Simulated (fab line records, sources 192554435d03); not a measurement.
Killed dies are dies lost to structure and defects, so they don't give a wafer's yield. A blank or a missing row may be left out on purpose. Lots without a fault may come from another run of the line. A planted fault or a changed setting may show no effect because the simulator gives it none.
A struck lot beside a sound one | flow n5_finfet | 15 steps out of a route of 1938
Sound: wafers L428.1, L428.3, L428.6. Struck: wafers L417.3, L417.4, L417.5. The cause comes at the end.
At each step with rows: each side's tool, then ch and its chambers, then its first start. Under that, the readings that differ: sound wafers | struck wafers | difference of the means | sigmas: that difference in standard deviations of wafers without a fault.
alike: readings whose means differ by less than 2 such deviations, and words and numbers that are the same on both sides. not compared: withheld readings, readings that some wafer has no value for, bounds like >300 that may hide the same value, and numbers for which the record gives no deviation and whose values overlap.
The two part at a step that has a row with sigmas, a row that says differs or no value, or rows on one side only. Numbers that don't overlap but have no deviation are shown without sigmas and don't part them. A reading that every wafer of one side lacks parts them only if that side has two wafers or more.

first, 1 step without rows for these wafers: N5_BEOL_M1_CVD_47 (deposits Co from CCTBA/H2, target thk 3 nm, time 223.8 s).
N5_BEOL_M1_SPUTTER_48: material Cu, target thk 4.5 nm, time 8.29 s.
  sound on pvd_sputter-03, day 11 12:25; struck on pvd_sputter-03, day 9 02:45
  alike: throttle_valve_pct
then, 2 steps without rows for these wafers: N5_BEOL_M1_ANNEAL_49 (time 240 s); N5_BEOL_M1_SPUTTER_79 (material Cu, target thk 4.5 nm, time 8.29 s).
N5_BEOL_M1_ANNEAL_80: time 240 s.
  sound on pvd_sputter-03, day 11 12:43; struck on pvd_sputter-03, day 9 03:03
  alike: heater_power_w, susceptor_temp_C
then, 3 steps without rows for these wafers: N5_BEOL_M1_SPUTTER_81 (material Cu, target thk 4.5 nm, time 8.29 s); N5_BEOL_M1_ANNEAL_82 (time 240 s); N5_BEOL_M1_SPUTTER_86 (material Cu, target thk 4.5 nm, time 8.29 s).
N5_BEOL_M1_ANNEAL_87: time 240 s.
  sound on pvd_sputter-03, day 11 13:09; struck on pvd_sputter-03, day 9 03:29
  alike: heater_power_w, susceptor_temp_C
then, 1 step without rows for these wafers: N5_BEOL_M1_SPUTTER_88 (material Cu, target thk 4.5 nm, time 8.29 s).
N5_BEOL_M1_ANNEAL_89: time 240 s.
  sound on pvd_sputter-03, day 11 13:22; struck on pvd_sputter-03, day 9 03:43
  alike: heater_power_w, susceptor_temp_C
then, 1 step without rows for these wafers: N5_BEOL_M1_SPUTTER_90 (material Cu, target thk 4.5 nm, time 8.29 s).
N5_BEOL_M1_ANNEAL_91: time 240 s.
  sound on pvd_sputter-03, day 11 13:35; struck on pvd_sputter-03, day 9 03:56
  no value came back on the struck wafers for heater_power_w (W), susceptor_temp_C (C), time_s (s); on the sound wafers heater_power_w (W) reads 894 955 779
N5_BEOL_M1_SPUTTER_92: material Cu, target thk 4.5 nm, time 8.29 s.
  sound on pvd_sputter-03, day 11 13:44; struck on pvd_sputter-03, day 9 04:04
  alike: throttle_valve_pct
-- the record jumps here: 2 days lie between the struck wafers' starts before and after (it left off in module BEOL_M1 and takes up again in module BEOL_M4, whose first step shown is number 1111 of the route) --
N5_BEOL_M4_RC_MEAS_101:
  sound on prober-01 ch 0, day 13 12:37; struck on prober-01 ch 0, day 11 05:05
  alike: DIBL_N, DIBL_P, IOFF_N, IOFF_P, ION_N, ION_P, SS_N, SS_P, VT_N, VT_P

WHERE THEY PART
Only at N5_BEOL_M1_ANNEAL_91, within this record. Later steps at which nothing parts them and some readings are alike: N5_BEOL_M1_SPUTTER_92, N5_BEOL_M4_RC_MEAS_101.

WHY: what the simulator had put in
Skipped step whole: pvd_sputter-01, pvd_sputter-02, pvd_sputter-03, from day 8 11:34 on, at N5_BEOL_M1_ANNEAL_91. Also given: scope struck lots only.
